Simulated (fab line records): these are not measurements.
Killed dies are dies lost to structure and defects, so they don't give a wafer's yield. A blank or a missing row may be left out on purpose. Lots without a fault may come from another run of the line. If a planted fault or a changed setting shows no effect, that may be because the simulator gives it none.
fab line records | flow n5_finfet | part 1 of 2: steps 1 to 15 of 21
record: lots: 5 | wafers: 15 | last_day: 17
route steps=1938 shown BEOL_M0_SAQP@653
lots with no fault: from the same line, run without faults
start_h: hours from the record's opening day to when the first of the lot's shown wafers began | wait_h: hours elapsed since this lot's preceding step | " unchanged from the row above | L1.1+2: a row that stands for several wafers | - value missing, or start not given | * or withheld: withheld | < > ~ a bound
route shown NAME@n: NAME is a module with steps in the file, n the number in the route of the first one | usual: the fault-free wafers' mean and standard deviation | same: alike in all rows | chamber/n: place in a boat | sites: readings site by site | _std_site: how widely they spread, as a standard deviation | _edge_site: inner sites' mean taken away from outer sites' mean | radius_mm: how far each site lies from the wafer's centre | mask NAME#n: copy n | behind: tool/chamber where the wafer was last shaped | hold: why the lot went on hold/how many hours it stayed there/how the hold came to an end | device: the n, p or np transistor that did not switch | end of line: at the end of the route, the tests of the same wafers | a step with no rows: only its recipe | killed: the dies lost at the first sort to structure and to defects; this is not the yield of the wafer | map: the dies of a wafer, with x for killed, . for not killed, _ for no die there
set.NAME: the setting as run; set.NAME@STEP: as run at that earlier step | model.NAME: the simulator's own value behind a step, which no gauge read
lots at some steps of the route; a table a step, a row a wafer
services: a tool's chamber out of use, with start hour (start_h, from the record's first day; less than 0 if before it), hours out, and reason
== steps ==
step: N5_BEOL_M0_SAQP_ETCH_83
recipe: chemistry: CF4 | target: SiARC | target_depth_a: 390 | mask_material: CAR-ArF | time_s: 65 | ion_energy_ev: 80 | pressure_mtorr: 40 | source_w: 545 | bias_w: 36 | Ar_flow_sccm: 100 | cf4_flow_sccm: 100 | ends: cleared
usual: bias_w: 36.01/0.1 | drypump_motor_current_A: 5.6/0.32 | etch_rf_on_time_s: 64.9/2 | oes_product_au: 0.65/0.068 | rf_vpp_V: 184.2/1.1 | showerhead_plenum_p_Torr: 2.15/0.046 | throttle_valve_pct: 15.71/0.27
lot.wafer | tool        | chamber | start_h | wait_h | bias_w | drypump_motor_current_A | etch_rf_on_time_s | oes_product_au | rf_hours_counter_h | rf_vpp_V | showerhead_plenum_p_Torr | throttle_valve_pct
L085.2    | rie_diel-06 | 0       | 196.96  | 0.0    | 36.04  | 5.3                     | 61.1              | 0.65           | 163                | 184.6    | 2.22                     | 15.49
L085.5    | "           | 2       | "       | "      | 36.06  | 5.0                     | 61.2              | 0.76           | -                  | 183.6    | 2.15                     | 15.42
L085.6    | "           | 1       | "       | "      | 36.07  | 6.0                     | 62.3              | 0.61           | -                  | 182.2    | 2.21                     | 15.90
L089.1    | rie_diel-01 | 0       | 216.33  | 0.0    | 35.97  | 5.3                     | 65.3              | 0.72           | 46                 | 184.8    | 2.18                     | 15.83
L089.2    | "           | 3       | "       | "      | 36.00  | 5.2                     | 66.6              | 0.59           | 235                | 183.1    | 2.11                     | 15.90
L089.5    | "           | 3       | "       | "      | 36.00  | 5.2                     | 66.8              | 0.59           | -                  | 183.3    | 2.11                     | 15.90
L090.1    | rie_diel-01 | 1       | 220.40  | 0.0    | 35.87  | 5.5                     | 66.7              | 0.62           | 171                | 185.4    | 2.20                     | 15.71
L090.3    | "           | 0       | "       | "      | 36.06  | 5.3                     | 63.4              | 0.73           | 48                 | 185.2    | 2.18                     | 15.84
L090.6    | "           | 3       | "       | "      | 36.05  | 5.2                     | 65.3              | 0.60           | -                  | 184.6    | 2.11                     | 15.91
L095.1    | rie_diel-06 | 3       | 232.62  | 0.0    | 35.84  | 4.9                     | 63.2              | 0.60           | 235                | 182.8    | 2.06                     | 16.33
L095.2    | "           | 1       | "       | "      | 35.91  | 5.9                     | 63.2              | 0.60           | 230                | 183.9    | 2.20                     | 15.93
L095.3    | "           | 2       | "       | "      | 36.03  | 5.0                     | 61.8              | 0.74           | 76                 | 184.1    | 2.14                     | 15.43
L097.2    | rie_diel-02 | 2       | 248.84  | 0.0    | 36.09  | 5.7                     | 65.9              | 0.79           | 13                 | 185.2    | 2.16                     | 15.13
L097.3    | "           | 0       | "       | "      | 36.03  | 5.8                     | 67.5              | 0.71           | 64                 | 185.4    | 2.18                     | 15.62
L097.6    | "           | 1       | "       | "      | 35.88  | 5.9                     | 66.1              | 0.59           | -                  | 182.8    | 2.13                     | 15.61
step: N5_BEOL_M0_SAQP_ETCH_84
recipe: chemistry: N2/H2 | target: SOC | target_depth_a: 1000 | overetch_a: 200 | mask_material: SiARC | temp_c: 40 | time_s: 150 | ion_energy_ev: 200 | pressure_mtorr: 30 | source_w: 840 | bias_w: 150 | n2_flow_sccm: 200 | h2_flow_sccm: 200
usual: bias_w: 150.1/0.44 | drypump_motor_current_A: 5.6/0.33 | oes_product_au: 0.68/0.07 | rf_vpp_V: 524.4/2 | showerhead_plenum_p_Torr: 2.55/0.066 | throttle_valve_pct: 17.85/0.29
lot.wafer | tool        | chamber | start_h | wait_h | bias_w | drypump_motor_current_A | oes_product_au | rf_hours_counter_h | rf_vpp_V | showerhead_plenum_p_Torr | throttle_valve_pct
L085.2    | rie_diel-06 | 0       | 197.01  | 0.0    | 149.6  | 5.3                     | 0.66           | 163                | 524.6    | 2.66                     | 17.90
L085.5    | "           | 2       | "       | "      | 150.0  | 5.0                     | 0.76           | -                  | 523.3    | 2.57                     | 17.66
L085.6    | "           | 1       | "       | "      | 150.0  | 6.0                     | 0.62           | -                  | 524.0    | 2.63                     | 18.24
L089.1    | rie_diel-01 | 0       | 216.38  | 0.0    | 149.8  | 5.3                     | 0.76           | 46                 | 525.4    | 2.57                     | 17.88
L089.2    | "           | 3       | "       | "      | 149.6  | 5.2                     | 0.62           | 235                | 523.6    | 2.51                     | 18.07
L089.5    | "           | 3       | "       | "      | 149.4  | 5.2                     | 0.63           | -                  | 521.9    | 2.51                     | 18.06
L090.1    | rie_diel-01 | 1       | 220.45  | 0.0    | 149.6  | 5.5                     | 0.67           | 171                | 527.0    | 2.63                     | 17.91
L090.3    | "           | 0       | "       | "      | 150.3  | 5.3                     | 0.75           | 48                 | 525.4    | 2.56                     | 17.87
L090.6    | "           | 3       | "       | "      | 150.4  | 5.2                     | 0.63           | -                  | 523.5    | 2.51                     | 18.07
L095.1    | rie_diel-06 | 3       | 232.67  | 0.0    | 149.6  | 4.9                     | 0.61           | 235                | 520.9    | 2.38                     | 18.20
L095.2    | "           | 1       | "       | "      | 150.3  | 6.0                     | 0.61           | 230                | 525.7    | 2.63                     | 18.22
L095.3    | "           | 2       | "       | "      | 150.4  | 5.0                     | 0.76           | 76                 | 524.2    | 2.57                     | 17.72
L097.2    | rie_diel-02 | 2       | 248.89  | 0.0    | 150.1  | 5.7                     | 0.83           | 13                 | 526.0    | 2.57                     | 17.26
L097.3    | "           | 0       | "       | "      | 150.1  | 5.8                     | 0.75           | 64                 | 524.6    | 2.55                     | 17.49
L097.6    | "           | 1       | "       | "      | 150.4  | 5.9                     | 0.63           | -                  | 522.5    | 2.50                     | 17.70
step: N5_BEOL_M0_SAQP_STRIP_80
recipe: chemistry: N2/H2 | temp_c: 40 | n2_flow_sccm: 200 | h2_flow_sccm: 200 | rf_frequency_hz: 6e+07
lot.wafer  | tool        | chamber | start_h | wait_h
L085.2+5+6 | rie_diel-06 | 0,2,1   | 197.11  | 0.0
L089.1+2+5 | rie_diel-01 | 0,3,3   | 216.48  | 0.0
L090.1+3+6 | rie_diel-01 | 1,0,3   | 220.54  | 0.0
L095.1+2+3 | rie_diel-06 | 3,1,2   | 232.77  | 0.0
L097.2+3+6 | rie_diel-02 | 2,0,1   | 248.99  | 0.0
step: N5_BEOL_M0_SAQP_HM_OPEN_112
recipe: chemistry: CHF3/O2 | target: SiO2 | stop_on: a-Si | target_depth_a: 120 | over_etch_frac: 1.25 | mask_material: SOC | time_s: 13.5 | pressure_mtorr: 30 | source_w: 650 | bias_w: 170 | Ar_flow_sccm: 200 | CHF3_flow_sccm: 50 | O2_flow_sccm: 5 | ion_energy_ev: 200 | ends: end_point
usual: CHF3_flow_sccm: 50.02/0.14 | bias_w: 169.9/0.56 | drypump_motor_current_A: 5.6/0.32 | oes_product_au: 0.50/0.051 | rf_vpp_V: 524/12 | showerhead_plenum_p_Torr: 2.43/0.054 | throttle_valve_pct: 18.92/0.26
lot.wafer | tool        | chamber | start_h | wait_h | CHF3_flow_sccm | bias_w | drypump_motor_current_A | oes_product_au | rf_hours_counter_h | rf_vpp_V | showerhead_plenum_p_Torr | throttle_valve_pct
L085.2    | rie_diel-06 | 0       | 197.12  | 0.0    | 49.90          | 170.9  | 5.3                     | 0.48           | 163                | 535      | 2.51                     | 18.78
L085.5    | "           | 2       | "       | "      | 49.82          | 170.2  | 5.0                     | 0.56           | -                  | 518      | 2.43                     | 18.71
L085.6    | "           | 1       | "       | "      | 49.96          | 169.9  | 5.9                     | 0.46           | -                  | 520      | 2.48                     | 19.08
L089.1    | rie_diel-01 | 0       | 216.49  | 0.0    | 49.84          | 168.7  | 5.3                     | 0.55           | 46                 | 527      | 2.44                     | 19.01
L089.2    | "           | 3       | "       | "      | 50.06          | 169.7  | 5.2                     | 0.44           | 235                | 525      | 2.34                     | 18.87
L089.5    | "           | 3       | "       | "      | 49.88          | 170.4  | 5.2                     | 0.45           | -                  | 525      | 2.34                     | 18.90
L090.1    | rie_diel-01 | 1       | 220.55  | 0.0    | 50.23          | 169.7  | 5.5                     | 0.48           | 171                | 538      | 2.48                     | 18.90
L090.3    | "           | 0       | "       | "      | 50.14          | 170.0  | 5.3                     | 0.54           | 48                 | 528      | 2.44                     | 19.03
L090.6    | "           | 3       | "       | "      | 50.08          | 170.6  | 5.2                     | 0.45           | -                  | 525      | 2.34                     | 18.90
L095.1    | rie_diel-06 | 3       | 232.78  | 0.0    | 49.84          | 169.5  | 4.9                     | 0.44           | 235                | 510      | 2.31                     | 19.58
L095.2    | "           | 1       | "       | "      | 49.95          | 169.7  | 6.0                     | 0.45           | 230                | 522      | 2.47                     | 19.07
L095.3    | "           | 2       | "       | "      | 50.12          | 169.3  | 5.1                     | 0.56           | 76                 | 518      | 2.43                     | 18.72
L097.2    | rie_diel-02 | 2       | 249.00  | 0.0    | 50.18          | 169.9  | 5.7                     | 0.60           | 13                 | 543      | 2.44                     | 18.41
L097.3    | "           | 0       | "       | "      | 49.58          | 169.3  | 5.8                     | 0.54           | 64                 | 530      | 2.43                     | 18.73
L097.6    | "           | 1       | "       | "      | 49.83          | 169.5  | 5.9                     | 0.46           | -                  | 518      | 2.41                     | 18.88
step: N5_BEOL_M0_SAQP_STRIP_113
recipe: chemistry: CHF3/O2 | resist: SiARC | rf_frequency_hz: 6e+07
lot.wafer  | tool        | chamber | start_h | wait_h
L085.2+5+6 | rie_diel-06 | 0,2,1   | 197.17  | 0.0
L089.1+2+5 | rie_diel-01 | 0,3,3   | 216.54  | 0.0
L090.1+3+6 | rie_diel-01 | 1,0,3   | 220.61  | 0.0
L095.1+2+3 | rie_diel-06 | 3,1,2   | 232.83  | 0.0
L097.2+3+6 | rie_diel-02 | 2,0,1   | 249.05  | 0.0
step: N5_BEOL_M0_SAQP_MANDREL_ETCH_20
recipe: target_depth_a: 600 | chemistry: HBr/Cl2 | target: a-Si | stop_on: SiNx | bt_time_s: 10 | mask_material: SOC | over_etch_frac: 0.5 | time_s: 30 | pressure_mtorr: 10 | icp_w: 800 | bias_w: 75 | HBr_flow_sccm: 150 | Cl2_flow_sccm: 80 | ends: end_point
usual: bias_w: 75.00/0.22 | drypump_motor_current_A: 5.8/0.51 | oes_product_au: 0.776/0.015 | throttle_valve_pct: 35.4/0.38
lot.wafer | tool      | chamber | start_h | wait_h | bias_w | drypump_motor_current_A | oes_product_au | rf_hours_counter_h | throttle_valve_pct
L085.2    | rie_si-01 | 3       | 197.20  | 0.0    | 74.91  | 5.8                     | 0.783          | 79                 | 34.9
L085.5    | "         | 1       | "       | "      | 75.15  | 5.6                     | 0.774          | -                  | 35.9
L085.6    | "         | 0       | "       | "      | 75.27  | 5.8                     | 0.793          | -                  | 34.7
L089.1    | rie_si-01 | 1       | 216.57  | 0.0    | 74.88  | 5.6                     | 0.774          | 110                | 36.0
L089.2    | "         | 2       | "       | "      | 75.13  | 6.5                     | 0.785          | 170                | 35.5
L089.5    | "         | 3       | "       | "      | 74.55  | 5.8                     | 0.795          | -                  | 34.9
L090.1    | rie_si-06 | 0       | 220.64  | 0.0    | 74.73  | 5.7                     | 0.779          | 3                  | 36.1
L090.3    | "         | 2       | "       | "      | 74.90  | 5.9                     | 0.745          | 86                 | 35.4
L090.6    | "         | 0       | "       | "      | 74.82  | 5.7                     | 0.789          | -                  | 36.1
L095.1    | rie_si-02 | 1       | 232.86  | 0.0    | 74.87  | 5.3                     | 0.753          | 6                  | 35.3
L095.2    | "         | 2       | "       | "      | 74.96  | 5.7                     | 0.777          | 90                 | 35.5
L095.3    | "         | 3       | "       | "      | 75.13  | 4.8                     | 0.774          | 5                  | 34.9
L097.2    | rie_si-06 | 2       | 249.08  | 0.0    | 75.12  | 5.8                     | 0.748          | 86                 | 35.3
L097.3    | "         | 1       | "       | "      | 74.99  | 6.6                     | 0.777          | 60                 | 35.5
L097.6    | "         | 1       | "       | "      | 74.79  | 6.6                     | 0.786          | -                  | 35.4
step: N5_BEOL_M0_SAQP_STRIP_86
recipe: chemistry: N2/H2 | power_w: 500 | temp_c: 40 | pressure_mtorr: 50 | rf_frequency_hz: 6e+07 | overash_fraction: 0.3 | bias_power_w: 28 | h2_frac: 0.5 | n2_flow_sccm: 300 | h2_flow_sccm: 300
usual: drypump_motor_current_A: 5.6/0.32 | oes_product_au: 0.76/0.087 | power_w: 499.9/1.5 | rf_vpp_V: 122.0/1.4 | showerhead_plenum_p_Torr: 3.36/0.079 | throttle_valve_pct: 18.9/0.44
lot.wafer | tool        | chamber | start_h | wait_h | drypump_motor_current_A | oes_product_au | power_w | rf_hours_counter_h | rf_vpp_V | showerhead_plenum_p_Torr | throttle_valve_pct
L085.2    | rie_diel-06 | 2       | 197.30  | 0.1    | 5.0                     | 0.86           | 500.6   | 65                 | 121.8    | 3.40                     | 18.8
L085.5    | "           | 3       | "       | "      | 4.9                     | 0.70           | 501.9   | -                  | 120.4    | 3.16                     | 19.0
L085.6    | "           | 0       | "       | "      | 5.3                     | 0.75           | 499.3   | -                  | 122.5    | 3.50                     | 19.2
L089.1    | rie_diel-01 | 1       | 216.85  | 0.2    | 5.5                     | 0.74           | 502.2   | 169                | 121.2    | 3.48                     | 19.1
L089.2    | "           | 3       | "       | "      | 5.2                     | 0.69           | 500.6   | 235                | 121.6    | 3.31                     | 19.0
L089.5    | "           | 1       | "       | "      | 5.5                     | 0.73           | 500.1   | -                  | 121.1    | 3.48                     | 19.0
L090.1    | rie_diel-02 | 2       | 220.74  | 0.1    | 5.7                     | 0.99           | 501.4   | 2                  | 123.5    | 3.40                     | 18.1
L090.3    | "           | 0       | "       | "      | 5.8                     | 0.86           | 501.7   | 53                 | 120.9    | 3.37                     | 18.2
L090.6    | "           | 1       | "       | "      | 5.9                     | 0.69           | 499.9   | -                  | 122.3    | 3.31                     | 18.7
L095.1    | rie_diel-02 | 1       | 233.02  | 0.1    | 5.9                     | 0.71           | 497.4   | 227                | 122.9    | 3.31                     | 18.7
L095.2    | "           | 3       | "       | "      | 5.8                     | 0.70           | 500.1   | 248                | 119.6    | 3.30                     | 19.4
L095.3    | "           | 2       | "       | "      | 5.7                     | 0.96           | 499.9   | 7                  | 119.5    | 3.40                     | 18.1
L097.2    | rie_diel-01 | 3       | 249.18  | 0.1    | 5.2                     | 0.67           | 500.6   | 248                | 122.8    | 3.31                     | 19.1
L097.3    | "           | 2       | "       | "      | 5.9                     | 0.71           | 501.2   | 231                | 122.4    | 3.31                     | 19.6
L097.6    | "           | 1       | "       | "      | 5.5                     | 0.72           | 499.5   | -                  | 123.9    | 3.47                     | 19.0
step: N5_BEOL_M0_SAQP_STRIP_115
recipe: chemistry: post_etch_residue_remover | time_s: 60 | temp_c: 25 | remover_ph: withheld | remover_water_wt_pct: withheld | remover_fluoride_wt_pct: withheld
lot.wafer  | tool         | chamber | start_h | wait_h
L085.2+5+6 | wet_bench-06 | 2,6,3   | 197.37  | -
L089.1+2+5 | wet_bench-03 | 7,0,1   | 216.92  | -
L090.1+3+6 | wet_bench-03 | 0,1,3   | 220.80  | -
L095.1+2+3 | wet_bench-04 | 0,7,6   | 233.08  | -
L097.2+3+6 | wet_bench-06 | 0,4,3   | 249.25  | -
step: N5_BEOL_M0_SAQP_SRD_93
recipe: dry: ipa_marangoni | time_s: 30 | temp_c: 23 | rinse_liquid: diw
lot.wafer  | tool         | chamber | start_h | wait_h
L085.2+5+6 | wet_bench-06 | 2,6,3   | 197.39  | 0.0
L089.1+2+5 | wet_bench-03 | 7,0,1   | 216.94  | 0.0
L090.1+3+6 | wet_bench-03 | 0,1,3   | 220.82  | 0.0
L095.1+2+3 | wet_bench-04 | 0,7,6   | 233.10  | 0.0
L097.2+3+6 | wet_bench-06 | 0,4,3   | 249.27  | 0.0
step: N5_BEOL_M0_SAQP_RECESS_114
recipe: chemistry: HF/NH3 | target: SiO2 | target_depth_a: 144 | afs_cycles: 3 | temp_c: 30 | sublimation_temp_c: 180 | sublimation_time_s: 60
usual: drypump_motor_current_A: 5.59/0.27 | sublimation_temp_c: 180.00/0.14
lot.wafer | tool          | chamber | start_h | wait_h | drypump_motor_current_A | sublimation_temp_c
L085.2    | vapor_etch-01 | 1       | 197.44  | 0.0    | 5.71                    | 180.02
L085.5    | "             | 1       | "       | "      | 5.73                    | 179.95
L085.6    | "             | 0       | "       | "      | 5.57                    | 180.04
L089.1    | vapor_etch-01 | 0       | 216.99  | 0.0    | 5.59                    | 180.00
L089.2    | "             | 1       | "       | "      | 5.71                    | 180.02
L089.5    | "             | 0       | "       | "      | 5.57                    | 179.94
L090.1    | vapor_etch-02 | 1       | 220.87  | 0.0    | 5.17                    | 179.74
L090.3    | "             | 0       | "       | "      | 5.89                    | 180.17
L090.6    | "             | 0       | "       | "      | 5.89                    | 179.88
L095.1    | vapor_etch-02 | 0       | 233.15  | 0.0    | 5.89                    | 180.22
L095.2    | "             | 1       | "       | "      | 5.17                    | 180.06
L095.3    | "             | 0       | "       | "      | 5.90                    | 179.91
L097.2    | vapor_etch-02 | 0       | 249.31  | 0.0    | 5.88                    | 180.07
L097.3    | "             | 1       | "       | "      | 5.21                    | 179.93
L097.6    | "             | 0       | "       | "      | 5.89                    | 180.18
step: N5_BEOL_M0_SAQP_SPACER1_ALD_98
recipe: material: SiO2 | target_thk_a: 128 | temp_c: 300 | ald_precursor_family: BDEAS | ald_co_reactant: O2-plasma | pulse_time_s: 1 | purge_time_s: 2 | co_reactant_purge_time_s: 2 | ald_cycles: 138 | pressure_torr: 2
usual: heater_power_w: 467/42 | precursor_pulse_height_rel: 0.998/0.017
lot.wafer | tool       | chamber | start_h | wait_h | heater_power_w | precursor_pulse_height_rel
L085.2    | ald_sin-03 | 3       | 200.65  | 3.1    | 478            | 1.002
L085.5    | "          | 2       | "       | "      | 498            | 1.004
L085.6    | "          | 3       | "       | "      | 480            | 0.977
L089.1    | ald_sin-01 | 0       | 217.67  | 0.5    | 409            | 0.993
L089.2    | "          | 1       | "       | "      | 494            | 1.010
L089.5    | "          | 2       | "       | "      | 495            | 0.987
L090.1    | ald_sin-04 | 1       | 221.25  | 0.3    | 401            | 1.010
L090.3    | "          | 0       | "       | "      | 428            | 1.000
L090.6    | "          | 0       | "       | "      | 429            | 0.976
L095.1    | ald_sin-04 | 0       | 233.77  | 0.5    | 423            | 1.010
L095.2    | "          | 1       | "       | "      | 414            | 0.957
L095.3    | "          | 3       | "       | "      | 470            | 0.991
L097.2    | ald_sin-04 | 3       | 251.05  | 1.6    | 488            | 1.026
L097.3    | "          | 2       | "       | "      | 497            | 1.011
L097.6    | "          | 0       | "       | "      | 425            | 0.998
step: N5_BEOL_M0_SAQP_SPACER1_ETCHBACK_99
recipe: chemistry: CHF3/O2 | mode: anisotropic_etchback | target: SiO2 | target_depth_a: 154 | time_s: 7.7 | pressure_mtorr: 30 | source_w: 650 | bias_w: 170 | Ar_flow_sccm: 200 | CHF3_flow_sccm: 50 | O2_flow_sccm: 5 | ion_energy_ev: 200
usual: CHF3_flow_sccm: 50.02/0.14 | bias_w: 170.0/0.51 | drypump_motor_current_A: 5.5/0.38 | oes_product_au: 0.76/0.078 | rf_vpp_V: 523/11 | showerhead_plenum_p_Torr: 2.43/0.06 | throttle_valve_pct: 19.01/0.29
lot.wafer | tool        | chamber | start_h | wait_h | CHF3_flow_sccm | bias_w | drypump_motor_current_A | oes_product_au | rf_hours_counter_h | rf_vpp_V | showerhead_plenum_p_Torr | throttle_valve_pct
L085.2    | rie_diel-06 | 3       | 201.13  | 0.3    | 49.91          | 170.4  | 4.9                     | 0.70           | 227                | 511      | 2.32                     | 19.62
L085.5    | "           | 2       | "       | "      | 49.81          | 170.0  | 5.0                     | 0.87           | -                  | 517      | 2.43                     | 18.78
L085.6    | "           | 3       | "       | "      | 49.93          | 170.8  | 4.9                     | 0.70           | -                  | 511      | 2.32                     | 19.62
L089.1    | rie_diel-06 | 1       | 218.14  | 0.3    | 49.89          | 170.3  | 6.0                     | 0.70           | 225                | 520      | 2.48                     | 19.14
L089.2    | "           | 3       | "       | "      | 49.97          | 170.1  | 4.9                     | 0.70           | 231                | 511      | 2.32                     | 19.62
L089.5    | "           | 0       | "       | "      | 50.07          | 169.7  | 5.3                     | 0.75           | -                  | 533      | 2.51                     | 18.87
L090.1    | rie_diel-02 | 0       | 221.73  | 0.3    | 50.05          | 170.4  | 5.8                     | 0.86           | 54                 | 531      | 2.44                     | 18.77
L090.3    | "           | 2       | "       | "      | 50.08          | 169.8  | 5.7                     | 0.99           | 3                  | 541      | 2.45                     | 18.45
L090.6    | "           | 0       | "       | "      | 50.11          | 170.3  | 5.8                     | 0.86           | -                  | 532      | 2.44                     | 18.78
L095.1    | rie_diel-06 | 3       | 234.44  | 0.4    | 50.01          | 170.3  | 4.9                     | 0.69           | 236                | 510      | 2.31                     | 19.64
L095.2    | "           | 2       | "       | "      | 49.89          | 170.3  | 5.1                     | 0.86           | 77                 | 518      | 2.43                     | 18.80
L095.3    | "           | 1       | "       | "      | 50.04          | 169.2  | 5.9                     | 0.70           | 231                | 523      | 2.47                     | 19.15
L097.2    | rie_diel-02 | 1       | 251.58  | 0.3    | 50.01          | 171.0  | 5.9                     | 0.70           | 234                | 517      | 2.41                     | 18.94
L097.3    | "           | 2       | "       | "      | 50.18          | 170.4  | 5.6                     | 0.93           | 14                 | 541      | 2.44                     | 18.47
L097.6    | "           | 0       | "       | "      | 49.87          | 169.7  | 5.8                     | 0.82           | -                  | 530      | 2.43                     | 18.80
step: N5_BEOL_M0_SAQP_MANDREL1_REMOVE_100
recipe: chemistry: HBr/Cl2/O2 | bt_time_s: 10 | target: a-Si | stop_on: SiNx | endpoint: OES-SiCl | over_etch_frac: 0.85 | icp_w: 600 | bias_w: 30 | HBr_flow_sccm: 150 | Cl2_flow_sccm: 80 | O2_flow_sccm: 5 | pressure_mtorr: 10
usual: bias_w: 30.01/0.082 | drypump_motor_current_A: 5.9/0.45 | oes_product_au: 1.008/0.021 | throttle_valve_pct: 36.7/0.44
lot.wafer | tool      | chamber | start_h | wait_h | bias_w | drypump_motor_current_A | oes_product_au | rf_hours_counter_h | throttle_valve_pct
L085.2    | rie_si-01 | 3       | 201.21  | 0.1    | 29.91  | 5.8                     | 1.018          | 79                 | 36.2
L085.5    | "         | 0       | "       | "      | 29.86  | 5.8                     | 1.016          | -                  | 36.0
L085.6    | "         | 3       | "       | "      | 30.07  | 5.8                     | 1.027          | -                  | 36.2
L089.1    | rie_si-01 | 2       | 218.23  | 0.1    | 30.01  | 6.5                     | 1.018          | 170                | 36.8
L089.2    | "         | 0       | "       | "      | 30.12  | 5.8                     | 1.009          | 179                | 36.0
L089.5    | "         | 0       | "       | "      | 29.99  | 5.8                     | 1.018          | -                  | 36.0
L090.1    | rie_si-06 | 1       | 221.82  | 0.1    | 30.07  | 6.6                     | 1.019          | 60                 | 36.7
L090.3    | "         | 0       | "       | "      | 29.94  | 5.7                     | 1.032          | 3                  | 37.3
L090.6    | "         | 2       | "       | "      | 30.13  | 5.9                     | 0.974          | -                  | 36.6
L095.1    | rie_si-01 | 2       | 234.53  | 0.1    | 30.02  | 6.5                     | 1.025          | 170                | 36.8
L095.2    | "         | 0       | "       | "      | 30.11  | 5.8                     | 1.009          | 179                | 36.0
L095.3    | "         | 3       | "       | "      | 29.87  | 5.8                     | 1.023          | 79                 | 36.2
L097.2    | rie_si-06 | 2       | 251.67  | 0.1    | 30.04  | 5.8                     | 0.962          | 87                 | 36.6
L097.3    | "         | 1       | "       | "      | 30.08  | 6.6                     | 1.016          | 60                 | 36.7
L097.6    | "         | 2       | "       | "      | 29.96  | 5.9                     | 0.982          | -                  | 36.6
step: N5_BEOL_M0_SAQP_CD_MEAS_25
recipe: target_cd_nm: 13.1 | landing_energy_ev: 1000 | detector: se_inlens
usual: cd_nm: 12.82/0.26
lot.wafer | tool      | chamber | start_h | wait_h | cd_nm
L085.2    | cd_sem-03 | 0       | 201.32  | 0.1    | 12.82
L085.5    | "         | 0       | "       | "      | 13.04
L085.6    | "         | 0       | "       | "      | 12.80
L089.1    | cd_sem-02 | 0       | 218.34  | 0.1    | 13.06
L089.2    | "         | 0       | "       | "      | 12.86
L089.5    | "         | 0       | "       | "      | 12.95
L090.1    | cd_sem-03 | 0       | 221.93  | 0.1    | 12.83
L090.3    | "         | 0       | "       | "      | 12.31
L090.6    | "         | 0       | "       | "      | 13.10
L095.1    | cd_sem-02 | 0       | 234.64  | 0.1    | 12.86
L095.2    | "         | 0       | "       | "      | 12.97
L095.3    | "         | 0       | "       | "      | 13.31
L097.2    | cd_sem-01 | 0       | 251.78  | 0.1    | 12.46
L097.3    | "         | 0       | "       | "      | 12.85
L097.6    | "         | 0       | "       | "      | 12.84
step: N5_BEOL_M0_SAQP_ETCH_101
recipe: chemistry: CH3F/O2 | target: SiNx | mask_material: SiO2 | target_depth_a: 299 | time_s: 42.7 | pressure_mtorr: 30 | source_w: 395 | bias_w: 73 | Ar_flow_sccm: 150 | CH3F_flow_sccm: 30 | O2_flow_sccm: 20 | ion_energy_ev: 120
usual: bias_w: 72.98/0.21 | drypump_motor_current_A: 5.5/0.33 | oes_product_au: 0.76/0.08 | rf_vpp_V: 298/6.1 | showerhead_plenum_p_Torr: 2.01/0.047 | throttle_valve_pct: 16.49/0.27
lot.wafer | tool        | chamber | start_h | wait_h | bias_w | drypump_motor_current_A | oes_product_au | rf_hours_counter_h | rf_vpp_V | showerhead_plenum_p_Torr | throttle_valve_pct
L085.2    | rie_diel-02 | 1       | 201.36  | 0.0    | 72.71  | 5.9                     | 0.70           | 216                | 293      | 2.00                     | 16.41
L085.5    | "           | 0       | "       | "      | 72.63  | 5.8                     | 0.86           | -                  | 302      | 2.03                     | 16.24
L085.6    | "           | 3       | "       | "      | 73.10  | 5.7                     | 0.69           | -                  | 287      | 1.96                     | 16.67
L089.1    | rie_diel-06 | 3       | 218.38  | 0.0    | 73.22  | 4.9                     | 0.69           | 231                | 290      | 1.92                     | 17.07
L089.2    | "           | 0       | "       | "      | 72.79  | 5.3                     | 0.75           | 168                | 304      | 2.09                     | 16.35
L089.5    | "           | 3       | "       | "      | 73.10  | 4.9                     | 0.69           | -                  | 290      | 1.92                     | 17.07
L090.1    | rie_diel-01 | 1       | 221.97  | 0.0    | 72.76  | 5.5                     | 0.72           | 172                | 305      | 2.06                     | 16.45
L090.3    | "           | 3       | "       | "      | 72.88  | 5.2                     | 0.69           | 237                | 297      | 1.95                     | 16.53
L090.6    | "           | 3       | "       | "      | 72.94  | 5.2                     | 0.68           | -                  | 298      | 1.95                     | 16.53
L095.1    | rie_diel-01 | 3       | 234.68  | 0.0    | 72.82  | 5.2                     | 0.69           | 242                | 299      | 1.95                     | 16.52
L095.2    | "           | 1       | "       | "      | 73.18  | 5.5                     | 0.72           | 176                | 305      | 2.06                     | 16.46
L095.3    | "           | 0       | "       | "      | 72.99  | 5.2                     | 0.85           | 53                 | 301      | 2.03                     | 16.57
L097.2    | rie_diel-02 | 2       | 251.82  | 0.0    | 73.09  | 5.7                     | 0.94           | 15                 | 306      | 2.02                     | 15.88
L097.3    | "           | 0       | "       | "      | 73.13  | 5.9                     | 0.83           | 66                 | 301      | 2.03                     | 16.29
L097.6    | "           | 2       | "       | "      | 72.88  | 5.6                     | 0.93           | -                  | 308      | 2.02                     | 15.87
